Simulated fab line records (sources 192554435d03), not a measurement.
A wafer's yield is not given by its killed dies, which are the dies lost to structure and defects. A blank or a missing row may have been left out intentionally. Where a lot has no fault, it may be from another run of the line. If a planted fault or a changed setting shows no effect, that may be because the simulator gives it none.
Chamber matching | flow n5-finfet | rie-diel-03 running N5_FIN_CUT_DESCUM_13: 4 sister chambers
The step chemistry O2, time 7 s. 4 wafers are shown with their chamber, then 10 later ones without.

== WAFERS PAIRED WITH THEIR CHAMBERS ==
wafer  | chamber | showerhead-plenum-p-Torr (Torr)
L084.5 | 1       | 2.10
L088.5 | 0       | 2.03
L093.2 | 3       | 2.17
L093.3 | 2       | 2.00

== WAFERS WITHOUT THEIR CHAMBER ==
wafer  | showerhead-plenum-p-Torr (Torr)
L093.5 | 2.17
L094.1 | 2.09
L094.5 | 2.00
L094.6 | 2.09
L095.1 | 2.17
L095.4 | 2.09
L095.5 | 2.09
L097.2 | 2.02
L097.3 | 2.09
L097.5 | 2.00

== EACH ONE'S CHAMBER ==
wafer  | from the rows above     | in truth
L093.5 | 3                       | 3
L094.1 | 1                       | 1
L094.5 | 2                       | 2
L094.6 | 1                       | 1
L095.1 | 3                       | 3
L095.4 | 1                       | 1
L095.5 | 1                       | 1
L097.2 | can't be placed: 0 or 2 | 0
L097.3 | 1                       | 1
L097.5 | 2                       | 2
Correct placement for 9 of the 10. Unplaceable from these rows: 1, with the true chamber sitting among the candidates in 1. Wrongly placed: 0.
How it was worked out, from the rows above alone: a wafer's distance from a chamber is the root of the sum, over the readings, of the square of ((its reading less the chamber's mean) divided by the reading's scatter). If the next closest chamber is less than 2 further off than the closest, the wafer can't be placed; otherwise it belongs to the closest. The mean given for a chamber averages the wafers shown for that chamber. The scatter: root of mean squared gap, hidden wafer to nearest shown wafer, with one shown wafer a chamber.
